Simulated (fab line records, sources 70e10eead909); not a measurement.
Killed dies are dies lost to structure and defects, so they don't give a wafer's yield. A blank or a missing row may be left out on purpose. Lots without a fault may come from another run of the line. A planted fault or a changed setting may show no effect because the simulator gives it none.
Which tool did it? | flow nand_harc | 6 lots, 16 wafers sampled, at 1 step of a route of 1159

WHAT THE GAUGES READ, wafer by wafer
NHARC_A_M1_OVL_MEAS_10: pitch 240 nm.
lot  | measured     | on         | overlay_x_nm (nm)
L990 | day 18 08:01 | overlay-01 | -0.1 -0.4 -0.1
L991 | day 18 19:42 | overlay-01 | 0.8 0.5 0.9
L992 | day 19 07:06 | overlay-01 | 0.7 0.1 0.6
L999 | day 21 02:38 | overlay-02 | 0.0
L105 | day 21 22:09 | overlay-01 | -0.4 -0.5 -0.5
L110 | day 22 17:04 | overlay-02 | 0.5 1.2 1.2

WHICH TOOL RAN EACH LOT (tool, then ch and the chambers of the sampled wafers, then the start)
The record holds no process step before these readings.

THE ANSWER, worked out from the rows above alone
Rule: what is usual is taken from the lots themselves. Put in order of their means at a reading, lots are off if they are a third of the lots or fewer, leave a main group of 4 or more, and stand apart from it by a gap of 3 or more times the standard deviation of the main group's means; of several such gaps the widest counts. A main group whose means are all the same, to the digits that the tables above print for the reading, isn't used. A lot without any number at a reading at which 4 lots or more have one is off too. The other lots that the step has rows for count as sound.
No lot is off at any reading shown: from this, nothing can be told.

WHAT THE SIMULATOR HAD PUT IN
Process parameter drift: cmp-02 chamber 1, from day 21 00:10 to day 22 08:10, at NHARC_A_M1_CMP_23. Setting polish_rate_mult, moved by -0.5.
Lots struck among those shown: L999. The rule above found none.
